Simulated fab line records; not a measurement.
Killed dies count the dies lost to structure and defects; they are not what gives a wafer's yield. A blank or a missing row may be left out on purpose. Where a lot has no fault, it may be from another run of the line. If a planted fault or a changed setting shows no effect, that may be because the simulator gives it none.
Matching of chambers ; flow n5Finfet ; pecvd-01 running N5_BEOL_M9_DEP_56: 3 sister chambers
The step deposits SiCN from 3MS/NH3, target thk 15 nm, time 26.5 s. 3 wafers are shown with their chamber, then 12 later ones without.

## WAFERS WITH THEIR CHAMBER
wafer;chamber;showerheadPlenumPTorr (Torr)
L085.2;0;3.685
L089.4;2;3.644
L089.6;1;3.664

## WAFERS WITH NO CHAMBER GIVEN
wafer;showerheadPlenumPTorr (Torr)
L090.1;3.667
L090.5;3.690
L090.6;3.647
L094.4;3.665
L094.5;3.688
L094.6;3.636
L076.2;3.664
L076.3;3.670
L076.5;3.633
L095.1;3.637
L095.3;3.666
L095.6;3.643

## THE CHAMBER EACH PASSED THROUGH
wafer;from the rows above;in truth
L090.1;1;1
L090.5;0;0
L090.6;2;2
L094.4;1;1
L094.5;0;0
L094.6;2;2
L076.2;1;1
L076.3;can't be placed: 1 or 0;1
L076.5;2;2
L095.1;2;2
L095.3;1;1
L095.6;2;2
11 of 12 placed correctly. Can't be placed from these rows: 1 (the true chamber is among the candidates in 1). 0 placed wrongly.
How it was worked out, from the rows above alone: a wafer's distance from a chamber is the root of the sum, over the readings, of the square of ((its reading less the chamber's mean) divided by the reading's scatter). The wafer belongs to the nearest chamber; if the next one is less than 2 further off, it can't be placed. The mean given for a chamber averages the wafers shown for that chamber. The scatter (one wafer shown for each chamber): square how far every hidden wafer sits from the nearest shown wafer, average those squares and take the square root.
